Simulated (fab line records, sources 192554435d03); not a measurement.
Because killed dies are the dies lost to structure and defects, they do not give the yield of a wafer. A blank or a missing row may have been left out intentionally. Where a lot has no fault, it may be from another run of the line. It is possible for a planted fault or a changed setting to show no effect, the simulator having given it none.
fab line records ; flow n5Finfet ; part 2 of 2: steps 5 to 6 of 6
record lots=24; wafers=72; lastDay=17
route steps=1938 shown BEOL_M7@1285 BEOL_M8@1333
lots that met no fault: taken from a fault-free run of the same line
startH: start of the lot's first displayed wafer, in hours after the record's first day ; waitH: how many hours have passed since the lot's step before this one ; " repeats the value in the row above ; L1.1+2: one row covering several wafers at once ; - no value, or no start was given ; * or withheld: withheld ; < > ~ a bound
route shown NAME@n: names a module that has steps shown in the file, with the first one's number in the route ; usual: the fault-free wafers' mean and standard deviation ; same: alike in all rows ; chamber/n: place in a boat ; sites: each site's reading ; _std_site: their standard deviation ; _edge_site: the outer-site mean with the inner-site mean subtracted ; radiusMm: how far each site lies from the wafer's centre ; mask NAME#n: copy n ; behind: the tool/chamber that last shaped the wafer ; hold: reason for holding the lot/hours on hold/outcome of the hold ; device: transistor that didn't switch, given as n, p or np ; end of line: tests run on the same wafers once the route is complete ; a step given without rows: its recipe and nothing more ; killed: the dies lost at the first sort to structure and to defects; this is not the yield of the wafer ; map: a wafer's dies, x killed, . not, _ none there
set.NAME: setting as actually run; set.NAME@STEP: the setting as run at that earlier step ; model.NAME: the simulator's own value behind a step, which no gauge read
one table for each step of the route and one row for each wafer, over a sample of lots
services: from which hour (startH, from the record's first day; less than 0 if before it) a tool's chamber was out of use, for how many hours, and why
## steps
# step N5_BEOL_M8_ETCH_65
# recipe chemistry=CF4; target=SiARC; targetDepthA=156; maskMaterial=CAR-EUV; timeS=26; ionEnergyEv=80; pressureMtorr=40; sourceW=545; biasW=36; Ar_flow_sccm=100; cf4FlowSccm=100; ends=cleared
# usual drypumpMotorCurrentA=5.6/0.5; etchRfOnTimeS=25.8/0.46; oesProductAu=0.70/0.061; rfVppV=184.2/1; showerheadPlenumPTorr=2.15/0.053; throttleValvePct=15.51/0.19
lot.wafer;tool;chamber;startH;waitH;drypumpMotorCurrentA;etchRfOnTimeS;oesProductAu;rfHoursCounterH;rfVppV;showerheadPlenumPTorr;throttleValvePct
L074.1;rieDiel-04;1;201.99;0.0;5.5;26.3;0.60;206;185.0;2.11;15.73
L074.3;rieDiel-04;2;201.99;0.0;5.1;25.2;0.77;50;186.1;2.18;15.34
L074.6;rieDiel-04;0;201.99;0.0;6.3;25.7;0.71;-;183.7;2.18;15.14
L075.1;rieDiel-02;2;202.37;0.0;4.9;25.6;0.67;114;183.9;2.15;15.77
L075.4;rieDiel-02;0;202.37;0.0;5.0;26.0;0.80;9;185.1;2.28;15.44
L075.5;rieDiel-02;3;202.37;0.0;5.9;25.5;0.75;-;187.4;2.26;15.35
L076.2;rieDiel-04;0;210.63;0.0;6.2;25.8;0.71;65;184.0;2.18;15.15
L076.3;rieDiel-04;3;210.63;0.0;5.5;26.0;0.66;123;183.8;2.15;15.62
L076.6;rieDiel-04;2;210.63;0.0;5.2;24.9;0.77;-;184.4;2.18;15.33
L077.3;rieDiel-04;2;219.49;0.0;5.1;25.3;0.76;56;184.4;2.18;15.34
L077.4;rieDiel-04;1;219.49;0.0;5.4;26.0;0.60;212;183.4;2.11;15.74
L077.6;rieDiel-04;1;219.49;0.0;5.5;26.0;0.61;-;185.4;2.11;15.74
L078.1;rieDiel-04;3;228.78;0.0;5.5;25.4;0.67;129;184.1;2.15;15.61
L078.3;rieDiel-04;2;228.78;0.0;5.1;24.6;0.76;59;184.3;2.17;15.36
L078.5;rieDiel-04;1;228.78;0.0;5.4;25.7;0.60;-;182.4;2.11;15.75
L079.1;rieDiel-04;0;236.12;0.0;6.2;26.0;0.69;76;184.7;2.17;15.17
L079.5;rieDiel-04;0;236.12;0.0;6.2;26.1;0.69;-;184.0;2.17;15.17
L079.6;rieDiel-04;3;236.12;0.0;5.5;26.1;0.66;-;183.9;2.15;15.63
L080.1;rieDiel-06;1;239.51;0.0;5.3;26.0;0.74;32;183.7;2.18;15.54
L080.4;rieDiel-06;3;239.51;0.0;5.0;26.1;0.59;250;184.9;2.11;15.86
L080.6;rieDiel-06;1;239.51;0.0;5.3;26.3;0.74;-;184.6;2.18;15.56
L081.4;rieDiel-04;2;255.21;0.0;5.1;24.9;0.74;72;184.0;2.17;15.38
L081.5;rieDiel-04;1;255.21;0.0;5.5;26.0;0.60;-;181.6;2.11;15.77
L081.6;rieDiel-04;2;255.21;0.0;5.2;24.9;0.75;-;185.1;2.17;15.37
L082.2;rieDiel-02;2;255.52;0.0;5.0;25.6;0.67;124;185.7;2.15;15.79
L082.3;rieDiel-02;3;255.52;0.0;5.9;25.5;0.73;60;186.1;2.26;15.36
L082.6;rieDiel-02;2;255.52;0.0;4.9;25.7;0.66;-;184.1;2.15;15.80
L083.1;rieDiel-02;1;262.62;0.0;6.7;25.5;0.77;45;182.4;2.08;15.37
L083.2;rieDiel-02;2;262.62;0.0;4.9;25.6;0.67;126;183.3;2.15;15.79
L083.4;rieDiel-02;3;262.62;0.0;5.9;25.5;0.73;63;186.3;2.26;15.39
L086.2;rieDiel-02;0;265.42;0.0;5.0;26.2;0.76;21;185.0;2.28;15.48
L086.3;rieDiel-02;2;265.42;0.0;5.0;25.7;0.67;127;183.6;2.14;15.79
L086.5;rieDiel-02;1;265.42;0.0;6.7;26.0;0.76;-;185.0;2.08;15.38
L085.2;rieDiel-06;2;268.68;0.0;6.1;26.2;0.68;81;184.9;2.08;15.55
L085.3;rieDiel-06;0;268.68;0.0;5.8;25.8;0.59;242;183.9;2.11;15.72
L085.4;rieDiel-06;3;268.68;0.0;4.9;25.0;0.87;3;185.2;2.11;15.38
L084.1;rieDiel-04;1;269.88;0.0;5.5;25.9;0.60;235;182.8;2.10;15.77
L084.2;rieDiel-04;2;269.88;0.0;5.2;25.1;0.74;78;183.8;2.17;15.38
L084.3;rieDiel-04;3;269.88;0.0;5.5;25.9;0.65;147;184.2;2.14;15.65
L087.2;rieDiel-06;2;277.72;0.0;6.0;26.6;0.68;83;184.3;2.08;15.55
L087.3;rieDiel-06;0;277.72;0.0;5.8;25.9;0.58;246;182.3;2.11;15.72
L087.6;rieDiel-06;1;277.72;0.0;5.3;26.5;0.72;-;184.3;2.17;15.58
L089.3;rieDiel-02;0;288.68;0.0;5.0;26.2;0.75;29;186.6;2.27;15.48
L089.5;rieDiel-02;1;288.68;0.0;6.7;25.8;0.76;-;182.7;2.08;15.40
L089.6;rieDiel-02;2;288.68;0.0;4.9;25.7;0.66;-;183.5;2.14;15.80
L088.1;rieDiel-04;2;290.88;0.0;5.1;25.1;0.72;86;184.3;2.16;15.40
L088.3;rieDiel-04;0;290.88;0.0;6.3;26.0;0.67;99;185.6;2.16;15.21
L088.4;rieDiel-04;0;290.88;0.0;6.3;25.7;0.68;-;184.5;2.16;15.21
L091.2;rieDiel-04;2;294.24;0.0;5.1;24.9;0.73;88;184.5;2.16;15.40
L091.5;rieDiel-04;2;294.24;0.0;5.1;24.9;0.72;-;184.5;2.16;15.41
L091.6;rieDiel-04;3;294.24;0.0;5.5;25.7;0.64;-;183.4;2.14;15.67
L092.1;rieDiel-04;0;299.85;0.0;6.3;25.8;0.67;102;184.6;2.16;15.24
L092.4;rieDiel-04;1;299.85;0.0;5.5;26.1;0.59;241;182.6;2.10;15.79
L092.6;rieDiel-04;2;299.85;0.0;5.2;25.2;0.72;-;183.7;2.16;15.40
L090.2;rieDiel-06;1;301.11;0.0;5.3;26.6;0.70;56;184.1;2.17;15.60
L090.5;rieDiel-06;1;301.11;0.0;5.3;26.5;0.71;-;183.1;2.17;15.59
L090.6;rieDiel-06;2;301.11;0.0;6.1;26.2;0.67;-;183.0;2.07;15.56
L094.1;rieDiel-04;0;332.26;0.0;6.2;26.0;0.66;116;183.7;2.16;15.26
L094.2;rieDiel-04;3;332.26;0.0;5.5;26.0;0.62;174;183.9;2.13;15.71
L094.6;rieDiel-04;3;332.26;0.0;5.5;25.8;0.63;-;183.1;2.13;15.71
L093.3;rieDiel-06;2;332.32;0.0;6.1;26.5;0.66;105;183.3;2.07;15.60
L093.4;rieDiel-06;3;332.32;0.0;5.0;25.3;0.80;28;182.9;2.10;15.42
L093.6;rieDiel-06;1;332.32;0.0;5.3;26.5;0.70;-;185.6;2.17;15.64
L097.1;rieDiel-04;2;332.66;0.0;5.2;25.3;0.72;99;182.9;2.16;15.42
L097.2;rieDiel-04;3;332.66;0.0;5.5;26.0;0.63;174;184.1;2.13;15.71
L097.5;rieDiel-04;2;332.66;0.0;5.1;24.8;0.72;-;184.8;2.16;15.41
L095.1;rieDiel-06;2;332.72;0.0;6.1;26.6;0.65;105;183.5;2.07;15.61
L095.2;rieDiel-06;0;332.72;0.0;5.8;25.8;0.82;9;183.7;2.10;15.26
L095.4;rieDiel-06;3;332.72;0.0;5.0;25.4;0.80;28;183.3;2.10;15.42
L096.2;rieDiel-02;2;332.76;0.0;5.0;25.9;0.65;149;184.9;2.14;15.85
L096.4;rieDiel-02;1;332.76;0.0;6.7;25.9;0.72;70;184.5;2.07;15.42
L096.5;rieDiel-02;2;332.76;0.0;4.9;25.9;0.64;-;184.3;2.14;15.84
# step N5_BEOL_M8_STRIP_36
# recipe chemistry=N2/H2; powerW=450; tempC=40; pressureMtorr=20; rfFrequencyHz=6e+07; overashFraction=0.3; biasPowerW=7; h2Frac=0.5; n2FlowSccm=200; h2FlowSccm=200
# usual drypumpMotorCurrentA=5.6/0.51; oesProductAu=0.81/0.071; rfVppV=59.3/1.3; showerheadPlenumPTorr=2.55/0.063; throttleValvePct=23.58/0.26
lot.wafer;tool;chamber;startH;waitH;drypumpMotorCurrentA;oesProductAu;rfHoursCounterH;rfVppV;showerheadPlenumPTorr;throttleValvePct
L074.1;rieDiel-04;1;202.17;0.0;5.5;0.70;206;59.2;2.52;23.96
L074.3;rieDiel-04;2;202.17;0.0;5.2;0.90;50;58.7;2.57;23.38
L074.6;rieDiel-04;0;202.17;0.0;6.2;0.83;-;60.6;2.58;22.99
L075.1;rieDiel-02;2;202.55;0.0;4.9;0.79;114;60.8;2.56;23.97
L075.4;rieDiel-02;0;202.55;0.0;5.0;0.93;9;56.4;2.71;23.47
L075.5;rieDiel-02;3;202.55;0.0;5.9;0.88;-;59.5;2.69;23.50
L076.2;rieDiel-04;0;210.81;0.0;6.3;0.82;65;58.7;2.57;23.01
L076.3;rieDiel-04;3;210.81;0.0;5.5;0.77;123;59.5;2.55;23.73
L076.6;rieDiel-04;2;210.81;0.0;5.1;0.86;-;60.8;2.57;23.39
L077.3;rieDiel-04;2;219.67;0.0;5.2;0.90;56;58.0;2.57;23.36
L077.4;rieDiel-04;1;219.67;0.0;5.5;0.70;213;58.0;2.51;23.94
L077.6;rieDiel-04;1;219.67;0.0;5.5;0.70;-;58.7;2.51;23.92
L078.1;rieDiel-04;3;228.97;0.0;5.5;0.78;129;59.3;2.55;23.74
L078.3;rieDiel-04;2;228.97;0.0;5.2;0.88;59;61.0;2.56;23.42
L078.5;rieDiel-04;1;228.97;0.0;5.6;0.70;-;57.0;2.51;23.96
L079.1;rieDiel-04;0;236.30;0.0;6.2;0.82;76;60.8;2.57;23.06
L079.5;rieDiel-04;0;236.30;0.0;6.3;0.82;-;60.1;2.57;23.04
L079.6;rieDiel-04;3;236.30;0.0;5.5;0.78;-;60.5;2.54;23.78
L080.1;rieDiel-06;1;239.69;0.0;5.3;0.86;32;59.3;2.59;23.59
L080.4;rieDiel-06;3;239.69;0.0;5.0;0.69;250;60.6;2.51;23.98
L080.6;rieDiel-06;1;239.69;0.0;5.3;0.87;-;61.6;2.59;23.58
L081.4;rieDiel-04;2;255.39;0.0;5.1;0.87;72;59.2;2.56;23.41
L081.5;rieDiel-04;1;255.39;0.0;5.5;0.69;-;60.9;2.51;23.96
L081.6;rieDiel-04;2;255.39;0.0;5.2;0.87;-;58.7;2.56;23.42
L082.2;rieDiel-02;2;255.70;0.0;5.0;0.78;124;60.8;2.55;23.98
L082.3;rieDiel-02;3;255.70;0.0;5.9;0.85;60;58.5;2.69;23.47
L082.6;rieDiel-02;2;255.70;0.0;4.9;0.77;-;56.6;2.55;24.00
L083.1;rieDiel-02;1;262.80;0.0;6.7;0.91;45;58.1;2.48;23.58
L083.2;rieDiel-02;2;262.80;0.0;4.9;0.77;126;61.4;2.55;23.98
L083.4;rieDiel-02;3;262.80;0.0;5.9;0.86;63;58.1;2.69;23.50
L086.2;rieDiel-02;0;265.60;0.0;5.0;0.90;21;60.0;2.70;23.49
L086.3;rieDiel-02;2;265.60;0.0;4.9;0.77;127;59.3;2.55;24.00
L086.5;rieDiel-02;1;265.60;0.0;6.7;0.89;-;58.5;2.48;23.59
L085.2;rieDiel-06;2;268.86;0.0;6.1;0.82;81;59.8;2.46;23.66
L085.3;rieDiel-06;0;268.86;0.0;5.8;0.68;242;59.8;2.50;23.65
L085.4;rieDiel-06;3;268.86;0.0;5.0;1.01;3;59.3;2.51;23.58
L084.1;rieDiel-04;1;270.06;0.0;5.5;0.68;235;59.4;2.50;23.97
L084.2;rieDiel-04;2;270.06;0.0;5.1;0.85;78;58.7;2.56;23.42
L084.3;rieDiel-04;3;270.06;0.0;5.5;0.75;148;59.8;2.54;23.78
L087.2;rieDiel-06;2;277.90;0.0;6.1;0.80;83;59.3;2.46;23.69
L087.3;rieDiel-06;0;277.90;0.0;5.8;0.69;246;59.5;2.50;23.68
L087.6;rieDiel-06;1;277.90;0.0;5.3;0.85;-;57.3;2.58;23.58
L089.3;rieDiel-02;0;288.87;0.0;5.0;0.88;30;57.5;2.70;23.49
L089.5;rieDiel-02;1;288.87;0.0;6.7;0.87;-;60.6;2.47;23.59
L089.6;rieDiel-02;2;288.87;0.0;4.9;0.78;-;59.5;2.55;24.00
L088.1;rieDiel-04;2;291.06;0.0;5.2;0.83;86;59.1;2.55;23.42
L088.3;rieDiel-04;0;291.06;0.0;6.3;0.80;99;60.0;2.56;23.08
L088.4;rieDiel-04;0;291.06;0.0;6.3;0.80;-;63.3;2.56;23.05
L091.2;rieDiel-04;2;294.42;0.0;5.2;0.84;88;59.0;2.55;23.44
L091.5;rieDiel-04;2;294.42;0.0;5.2;0.84;-;60.9;2.55;23.43
L091.6;rieDiel-04;3;294.42;0.0;5.5;0.75;-;59.9;2.53;23.78
L092.1;rieDiel-04;0;300.03;0.0;6.3;0.77;102;58.6;2.56;23.07
L092.4;rieDiel-04;1;300.03;0.0;5.5;0.69;241;60.4;2.50;23.99
L092.6;rieDiel-04;2;300.03;0.0;5.1;0.84;-;60.2;2.55;23.43
L090.2;rieDiel-06;1;301.29;0.0;5.3;0.84;56;58.3;2.58;23.61
L090.5;rieDiel-06;1;301.29;0.0;5.3;0.83;-;59.3;2.58;23.60
L090.6;rieDiel-06;2;301.29;0.0;6.1;0.79;-;58.1;2.46;23.71
L094.1;rieDiel-04;0;332.44;0.0;6.3;0.76;117;58.4;2.55;23.06
L094.2;rieDiel-04;3;332.44;0.0;5.5;0.74;174;60.0;2.53;23.81
L094.6;rieDiel-04;3;332.44;0.0;5.5;0.73;-;58.7;2.53;23.80
L093.3;rieDiel-06;2;332.50;0.0;6.1;0.79;105;59.8;2.45;23.69
L093.4;rieDiel-06;3;332.50;0.0;5.0;0.93;28;61.8;2.50;23.60
L093.6;rieDiel-06;1;332.50;0.0;5.3;0.82;-;61.1;2.57;23.62
L097.1;rieDiel-04;2;332.84;0.0;5.1;0.84;99;60.6;2.55;23.44
L097.2;rieDiel-04;3;332.84;0.0;5.5;0.73;174;60.2;2.53;23.83
L097.5;rieDiel-04;2;332.84;0.0;5.2;0.83;-;60.2;2.55;23.45
L095.1;rieDiel-06;2;332.90;0.0;6.1;0.77;105;60.0;2.45;23.70
L095.2;rieDiel-06;0;332.90;0.0;5.8;0.96;9;57.4;2.49;23.44
L095.4;rieDiel-06;3;332.90;0.0;5.0;0.95;28;59.2;2.50;23.61
L096.2;rieDiel-02;2;332.94;0.0;4.9;0.76;149;57.5;2.54;24.03
L096.4;rieDiel-02;1;332.94;0.0;6.7;0.84;70;58.5;2.47;23.64
L096.5;rieDiel-02;2;332.94;0.0;4.9;0.76;-;58.6;2.54;24.01
## services
tool;chamber;startH;hours;kind
rieDiel-06;1;175.24;16.7;repair
uvCure-02;-;181.03;7.5;pm
uvCure-02;-;189.49;0.9;repair
rieDiel-02;3;196.56;2.4;repair
uvCure-03;-;203.17;7.5;pm
rieDiel-02;-;217.41;0.9;repair
rieDiel-02;-;221.67;28.1;pm
rieDiel-01;-;232.90;2.8;pm
rieDiel-06;3;240.20;-;clean
rieDiel-06;3;240.20;-;consumableReplace:focusRing
uvCure-01;-;243.85;1.1;repair
rieDiel-03;2;248.66;32.5;repair
uvCure-03;-;252.94;1.3;repair
rieDiel-05;-;255.94;4.4;repair
uvCure-03;-;256.09;2.8;pm
rieDiel-03;3;261.12;1.6;repair
rieDiel-05;-;265.35;34.4;repair
rieDiel-04;1;283.96;9.8;repair
rieDiel-04;2;306.92;9.3;repair
uvCure-01;-;318.88;1.0;pm
rieDiel-04;1;322.19;-;clean
rieDiel-04;1;322.19;-;consumableReplace:focusRing
rieDiel-04;1;322.19;16.8;scheduledDown
rieDiel-04;1;322.19;16.8;ventCycle
